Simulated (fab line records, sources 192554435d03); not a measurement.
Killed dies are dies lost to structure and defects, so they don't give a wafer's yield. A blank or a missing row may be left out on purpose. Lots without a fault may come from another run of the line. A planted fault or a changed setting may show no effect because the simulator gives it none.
Which tool did it? | flow n5_finfet | 11 lots, 33 wafers sampled, at 2 steps of a route of 1938

WHAT THE GAUGES READ, wafer by wafer
N5_PASSIVATION_CD_MEAS_10: target cd 3000 nm. Usual: cd_nm 2999 nm, standard deviation 3.4.
lot  | measured     | on        | cd_nm (nm)     | flag
L512 | day 12 21:14 | cd_sem-03 | 3005 2995 3001 |
L513 | day 13 12:31 | cd_sem-01 | 2999 2997 2991 |
L520 | day 15 13:29 | cd_sem-02 | 2998 3002 2994 |
L521 | day 15 13:20 | cd_sem-03 | 3000 3001 2999 |
L524 | day 16 10:30 | cd_sem-03 | 2995 2997 2998 |
L526 | day 16 18:15 | cd_sem-02 | 2995 2995 2998 |
L527 | day 16 21:14 | cd_sem-03 | 2999 2996 2995 |
L529 | day 17 12:03 | cd_sem-01 | 3002 3007 3005 |
L530 | day 17 16:48 | cd_sem-02 | 3000 3000 3001 |
L531 | day 18 09:05 | cd_sem-01 | 2997 3000 2997 |
L532 | day 18 12:12 | cd_sem-01 | 2995 2995 2991 |

WHICH TOOL RAN EACH LOT (tool, then ch and the chambers of the sampled wafers, then the start)
lot  | N5_GATE_CUT_VAPOR_ETCH_60
L512 | rie_metal-01 ch 0,1, day 5 01:23
L513 | rie_metal-01 ch 0,1, day 5 10:21
L520 | rie_metal-03 ch 1, day 7 03:50
L521 | rie_metal-03 ch 0,1, day 7 07:16
L524 | rie_metal-01 ch 0,1, day 8 04:41
L526 | rie_metal-02 ch 0,1, day 8 13:35
L527 | rie_metal-01 ch 0, day 8 20:28
L529 | rie_metal-01 ch 0,1, day 9 09:08
L530 | rie_metal-01 ch 0,1, day 9 19:44
L531 | rie_metal-02 ch 0,1, day 9 20:19
L532 | rie_metal-03 ch 0,1, day 10 01:10
- N5_GATE_CUT_VAPOR_ETCH_60: etches HfO2 in BCl3/Cl2.

WHAT THE TOOLS THEMSELVES READ (means of the sampled wafers that have a number; where no wafer has one, the mark that the record gives instead)
N5_GATE_CUT_VAPOR_ETCH_60. Usual: drypump_motor_current_A 5.8 A, standard deviation 0.44; oes_product_au 0.75 a.u., standard deviation 0.12.
lot  | tool         | drypump_motor_current_A (A) | oes_product_au (a.u.) | flag
L512 | rie_metal-01 | 5.7                         | 0.71                  |
L513 | rie_metal-01 | 5.7                         | 0.71                  |
L520 | rie_metal-03 | 5.9                         | 0.81                  |
L521 | rie_metal-03 | 5.8                         | 0.78                  |
L524 | rie_metal-01 | 5.5                         | 0.64                  |
L526 | rie_metal-02 | 6.2                         | 0.80                  |
L527 | rie_metal-01 | 5.8                         | 0.76                  |
L529 | rie_metal-01 | 5.7                         | 0.84                  |
L530 | rie_metal-01 | 5.5                         | 0.92                  |
L531 | rie_metal-02 | 5.8                         | 0.72                  |
L532 | rie_metal-03 | 5.8                         | 0.77                  |

THE ANSWER, worked out from the rows above alone
Rule: a lot is off if the mean of its wafers that have a number lies more than 3 standard deviations from the usual mean. A lot without any number at a reading at which 4 lots or more have one is off too. The other lots that the step has rows for count as sound. The gauges are gone through in route order, then the tools' own readings, and for those a lot's mean is taken as printed above. The first step at which some lot is off is used, and at that step the reading that is off furthest; a lot without a number counts as furthest.
No lot is off at any reading shown: from this, nothing can be told.

WHAT THE SIMULATOR HAD PUT IN
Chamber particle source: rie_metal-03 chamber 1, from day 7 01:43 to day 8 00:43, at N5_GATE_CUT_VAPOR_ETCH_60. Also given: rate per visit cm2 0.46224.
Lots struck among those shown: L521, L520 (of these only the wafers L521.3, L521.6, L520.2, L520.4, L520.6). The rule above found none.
